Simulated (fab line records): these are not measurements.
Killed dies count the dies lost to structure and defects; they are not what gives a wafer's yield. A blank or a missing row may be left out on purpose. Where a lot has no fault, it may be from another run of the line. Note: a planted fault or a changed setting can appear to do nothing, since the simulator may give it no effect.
fab line records | flow nand-harc
record: lots: 6 | wafers: 16 | last-day: 32
route steps=1302 shown A_SOURCE_PLATE@418 A_ONON_D1@424
lots that met no fault: taken from a fault-free run of the same line
start-h: start of the lot's first displayed wafer, in hours after the record's first day | wait-h: how many hours have passed since the lot's step before this one | " repeats the value in the row above | L1.1+2: one row covering several wafers at once | - no value present, or no start provided | * or withheld: withheld | < > ~ a bound
route shown NAME@n: names a module that has steps shown in the file, with the first one's number in the route | usual: average and standard deviation across the fault-free wafers | same: alike in all rows | chamber/n: place in a boat | sites: the reading at each site | _std_site: how widely they spread, as a standard deviation | _edge_site: outer sites' mean less inner sites' | radius-mm: how far each site lies from the wafer's centre | mask NAME#n: copy n | behind: tool/chamber where the wafer was last shaped | hold: reason for holding the lot/hours on hold/outcome of the hold | device: transistor that didn't switch, given as n, p or np | end of line: the route-end tests of the same wafers | for a step that has no rows: nothing shown but its recipe | killed: count of dies lost to structure and defects at first sort (not the wafer's yield) | map: a wafer's dies, x killed, . not, _ none there
set.NAME: the setting that was run; set.NAME@STEP: the one run at that earlier step | model.NAME: the simulator's own value behind a step, which no gauge read
a table for each step, a row for each wafer; lots at some steps of the route
services: the hour from which a tool's chamber was out of use, counted from the record's first day as start-h (under 0 if before that day), plus the number of hours and why
== steps ==
step: NHARC_A_SOURCE_PLATE_CVD_03
recipe: target-thk-a: 2000 | temp-c: 620 | pressure-mtorr: 200 | time-s: 4000 | material: poly-Si
step: NHARC_A_SOURCE_PLATE_ANNEAL_05
recipe: temp-c: 850 | time-s: 1800
step: NHARC_A_SOURCE_PLATE_THK_MEAS_06
recipe: thk-meas-gauge: ellipsometry
usual: thk-nm: 199.3/2.5
lot.wafer | tool          | chamber | start-h | wait-h | thk-nm
L236.3    | film-metro-01 | -       | 205.84  | 0.4    | 199.6
L236.4    | "             | -       | "       | "      | 199.2
L236.6    | "             | -       | "       | "      | 200.2
L241.1    | film-metro-01 | -       | 253.38  | 0.4    | 201.2
L241.2    | "             | -       | "       | "      | 201.2
L241.3    | "             | -       | "       | "      | 201.1
L244.1    | film-metro-01 | -       | 283.50  | 0.4    | 199.2
L244.5    | "             | -       | "       | "      | 198.5
L244.6    | "             | -       | "       | "      | 199.0
L245.2    | film-metro-02 | -       | 302.92  | 0.4    | 200.4
L245.3    | "             | -       | "       | "      | 199.8
L245.4    | "             | -       | "       | "      | 200.7
L250.3    | film-metro-02 | -       | 349.98  | 0.4    | 193.2
L250.4    | "             | -       | "       | "      | 195.4
L251.3    | film-metro-01 | -       | 355.88  | 0.4    | 198.0
L251.4    | "             | -       | "       | "      | 197.1
step: NHARC_A_SOURCE_PLATE_INSPECT_08
usual: raw-defect-count: 60/20
lot.wafer | tool              | chamber | start-h | wait-h | raw-defect-count
L236.3    | defect-inspect-01 | -       | 205.95  | 0.0    | 106
L236.4    | "                 | -       | "       | "      | 42
L236.6    | "                 | -       | "       | "      | 57
L241.1    | defect-inspect-01 | -       | 253.47  | 0.0    | 69
L241.2    | "                 | -       | "       | "      | 70
L241.3    | "                 | -       | "       | "      | 74
L244.1    | defect-inspect-02 | -       | 283.56  | 0.0    | 45
L244.5    | "                 | -       | "       | "      | 126
L244.6    | "                 | -       | "       | "      | 95
L245.2    | defect-inspect-02 | -       | 302.98  | 0.0    | 40
L245.3    | "                 | -       | "       | "      | 32
L245.4    | "                 | -       | "       | "      | 46
L250.3    | defect-inspect-01 | -       | 350.04  | 0.0    | 55
L250.4    | "                 | -       | "       | "      | 88
L251.3    | defect-inspect-02 | -       | 355.95  | 0.0    | 48
L251.4    | "                 | -       | "       | "      | 59
step: NHARC_A_ONON_D1_DEP_00
recipe: target-thk-a: 10000 | n2-flow-sccm: 2750 | n2o-flow-sccm: 2000 | nh3-flow-sccm: 500 | sih4-flow-sccm: 210 | temp-c: 400
step: NHARC_A_ONON_D1_THK_MEAS_02
recipe: thk-meas-gauge: ellipsometry
usual: thk-nm: 998/9.3
lot.wafer | tool          | chamber | start-h | wait-h | thk-nm
L236.3    | film-metro-01 | -       | 206.52  | -      | 998
L236.4    | "             | -       | "       | "      | 998
L236.6    | "             | -       | "       | "      | 997
L241.1    | film-metro-02 | -       | 254.04  | -      | 988
L241.2    | "             | -       | "       | "      | 988
L241.3    | "             | -       | "       | "      | 986
L244.1    | film-metro-02 | -       | 284.14  | -      | 989
L244.5    | "             | -       | "       | "      | 990
L244.6    | "             | -       | "       | "      | 990
L245.2    | film-metro-01 | -       | 303.56  | -      | 991
L245.3    | "             | -       | "       | "      | 993
L245.4    | "             | -       | "       | "      | 993
L250.3    | film-metro-02 | -       | 350.62  | -      | 1006
L250.4    | "             | -       | "       | "      | 1006
L251.3    | film-metro-02 | -       | 356.52  | -      | 1009
L251.4    | "             | -       | "       | "      | 1008
step: NHARC_A_ONON_D1_DEP_03
recipe: target-thk-a: 10000 | n2-flow-sccm: 2750 | n2o-flow-sccm: 2000 | nh3-flow-sccm: 500 | sih4-flow-sccm: 210 | temp-c: 400
step: NHARC_A_ONON_D1_THK_MEAS_05
recipe: thk-meas-gauge: ellipsometry
usual: thk-nm: 999/9.4
lot.wafer | tool          | chamber | start-h | wait-h | thk-nm
L236.3    | film-metro-02 | -       | 207.09  | -      | 1003
L236.4    | "             | -       | "       | "      | 1004
L236.6    | "             | -       | "       | "      | 1004
L241.1    | film-metro-02 | -       | 254.60  | -      | 992
L241.2    | "             | -       | "       | "      | 989
L241.3    | "             | -       | "       | "      | 990
L244.1    | film-metro-02 | -       | 284.71  | -      | 1008
L244.5    | "             | -       | "       | "      | 1009
L244.6    | "             | -       | "       | "      | 1007
L245.2    | film-metro-02 | -       | 304.13  | -      | 1000
L245.3    | "             | -       | "       | "      | 999
L245.4    | "             | -       | "       | "      | 999
L250.3    | film-metro-01 | -       | 351.19  | -      | 994
L250.4    | "             | -       | "       | "      | 994
L251.3    | film-metro-02 | -       | 357.09  | -      | 984
L251.4    | "             | -       | "       | "      | 983
step: NHARC_A_ONON_D1_DEP_06
recipe: target-thk-a: 10000 | n2-flow-sccm: 2750 | n2o-flow-sccm: 2000 | nh3-flow-sccm: 500 | sih4-flow-sccm: 210 | temp-c: 400
step: NHARC_A_ONON_D1_THK_MEAS_08
recipe: thk-meas-gauge: ellipsometry
usual: thk-nm: 1002/12
lot.wafer | tool          | chamber | start-h | wait-h | thk-nm
L236.3    | film-metro-01 | -       | 207.66  | -      | 978
L236.4    | "             | -       | "       | "      | 980
L236.6    | "             | -       | "       | "      | 979
L241.1    | film-metro-01 | -       | 255.17  | -      | 1007
L241.2    | "             | -       | "       | "      | 1005
L241.3    | "             | -       | "       | "      | 1005
L244.1    | film-metro-02 | -       | 285.28  | -      | 1009
L244.5    | "             | -       | "       | "      | 1012
L244.6    | "             | -       | "       | "      | 1011
L245.2    | film-metro-01 | -       | 304.69  | -      | 994
L245.3    | "             | -       | "       | "      | 997
L245.4    | "             | -       | "       | "      | 994
L250.3    | film-metro-02 | -       | 351.75  | -      | 1017
L250.4    | "             | -       | "       | "      | 1016
L251.3    | film-metro-01 | -       | 357.66  | -      | 1004
L251.4    | "             | -       | "       | "      | 1006
step: NHARC_A_ONON_D1_DEP_09
recipe: target-thk-a: 10000 | n2-flow-sccm: 2750 | n2o-flow-sccm: 2000 | nh3-flow-sccm: 500 | sih4-flow-sccm: 210 | temp-c: 400
lot.wafer  | tool          | chamber | start-h | wait-h
L236.3+4+6 | pecvd-onon-04 | 0       | 207.83  | 0.2
L241.1+2+3 | pecvd-onon-03 | 0       | 255.22  | 0.1
L244.1+5+6 | pecvd-onon-03 | 0       | 285.34  | 0.1
L245.2+3+4 | pecvd-onon-04 | 0       | 304.80  | 0.1
L250.3+4   | pecvd-onon-03 | 0       | 351.92  | 0.2
L251.3+4   | pecvd-onon-03 | 0       | 357.83  | 0.2
step: NHARC_A_ONON_D1_THK_MEAS_11
recipe: thk-meas-gauge: ellipsometry
usual: thk-nm: 998/9.2
lot.wafer | tool          | chamber | start-h | wait-h | thk-nm
L236.3    | film-metro-02 | -       | 208.23  | -      | 993
L236.4    | "             | -       | "       | "      | 993
L236.6    | "             | -       | "       | "      | 994
L241.1    | film-metro-02 | -       | 255.74  | -      | 1000
L241.2    | "             | -       | "       | "      | 1000
L241.3    | "             | -       | "       | "      | 1003
L244.1    | film-metro-01 | -       | 285.85  | -      | 1000
L244.5    | "             | -       | "       | "      | 1001
L244.6    | "             | -       | "       | "      | 1000
L245.2    | film-metro-02 | -       | 305.26  | -      | 1008
L245.3    | "             | -       | "       | "      | 1008
L245.4    | "             | -       | "       | "      | 1008
L250.3    | film-metro-02 | -       | 352.31  | -      | 985
L250.4    | "             | -       | "       | "      | 908
L251.3    | film-metro-02 | -       | 358.23  | -      | 1004
L251.4    | "             | -       | "       | "      | 924
step: NHARC_A_ONON_D1_DEP_12
recipe: target-thk-a: 10000 | n2-flow-sccm: 2750 | n2o-flow-sccm: 2000 | nh3-flow-sccm: 500 | sih4-flow-sccm: 210 | temp-c: 400
== services ==
tool          | chamber | start-h | hours | kind
pecvd-onon-03 | -       | 227.29  | 13.0  | pm
pecvd-onon-04 | -       | 311.45  | 13.0  | pm
== key ==
first-sign: step: NHARC_A_ONON_D1_THK_MEAS_11 | reading: thk-nm | direction: down | sigmas: 8.9 | usual: 998 | struck: 916
effect none on later readings
met-at NHARC_A_ONON_D1_DEP_09
struck-wafers L250.4,L251.4
later-rows-left-out L250.4,L251.4
sort-left-out L250.4,L251.4
tester-left-out L250,L251
onset-between 285.34 351.92
fault: kind: process-parameter-drift | tool: pecvd-onon-03 | chamber: - | onset-h: 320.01 | steps: NHARC_A_ONON_D1_DEP_09 | channel: target-thk-a | offset: * | shape: step | end-h: 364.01 | scope: struck-wafers-only | acts-in: * | stated: *
tester-left-out: of these lots the tester's yield and bins aren't shown, on N5 and GAA mostly nor the transistor test; their killed dies are dies lost to structure and defects alone, not to doping, threshold or leakage, so they don't give the yield
sort-left-out: the simulated sort isn't trusted on such a fault, so these wafers' sort isn't shown, and their yield isn't known
later-rows-left-out: the simulator's readings of these wafers behind a module that went badly wrong aren't trusted and aren't shown, but for the sort
